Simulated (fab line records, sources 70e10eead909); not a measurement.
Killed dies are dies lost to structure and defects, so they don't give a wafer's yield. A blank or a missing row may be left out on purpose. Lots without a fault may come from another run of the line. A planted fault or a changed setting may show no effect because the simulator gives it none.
Chamber matching | flow nand_harc | NHARC_A_STAIRCASE_DEP_301 on pecvd-03: 3 sister chambers
The step deposits SiON, target thk 30 nm. 6 wafers are shown with their chamber, then 11 later ones without.

WAFERS WITH THEIR CHAMBER
wafer  | chamber | heater_power_w (W)
L086.2 | 0       | 873
L086.4 | 0       | 852
L086.3 | 1       | 744
L086.5 | 2       | 731
L086.6 | 1       | 763
L089.3 | 2       | 715

WAFERS WITHOUT THEIR CHAMBER
wafer  | heater_power_w (W)
L089.4 | 849
L089.5 | 727
L093.1 | 840
L093.4 | 845
L093.6 | 861
L096.2 | 740
L096.5 | 754
L096.6 | 739
L096.1 | 710
L096.3 | 754
L096.4 | 728

WHICH CHAMBER EACH WENT THROUGH
wafer  | from the rows above     | in truth
L089.4 | 0                       | 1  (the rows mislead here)
L089.5 | can't be placed: 2 or 1 | 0
L093.1 | 0                       | 0
L093.4 | 0                       | 0
L093.6 | 0                       | 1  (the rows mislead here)
L096.2 | can't be placed: 1 or 2 | 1
L096.5 | 1                       | 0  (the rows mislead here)
L096.6 | can't be placed: 1 or 2 | 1
L096.1 | 2                       | 2
L096.3 | 1                       | 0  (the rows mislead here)
L096.4 | can't be placed: 2 or 1 | 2
Placed correctly: 3 of 11. Can't be placed from these rows: 4 (the true chamber is among the candidates in 3). Placed wrongly: 4.
How it was worked out, from the rows above alone: a wafer's distance from a chamber is the root of the sum, over the readings, of the square of ((its reading less the chamber's mean) divided by the reading's scatter). The wafer belongs to the nearest chamber; if the next one is less than 2 further off, it can't be placed. A chamber's mean is the mean of its shown wafers. The scatter: the root of (the sum of the squares of (reading less its chamber's mean) over the shown wafers, divided by (wafers less chambers)).
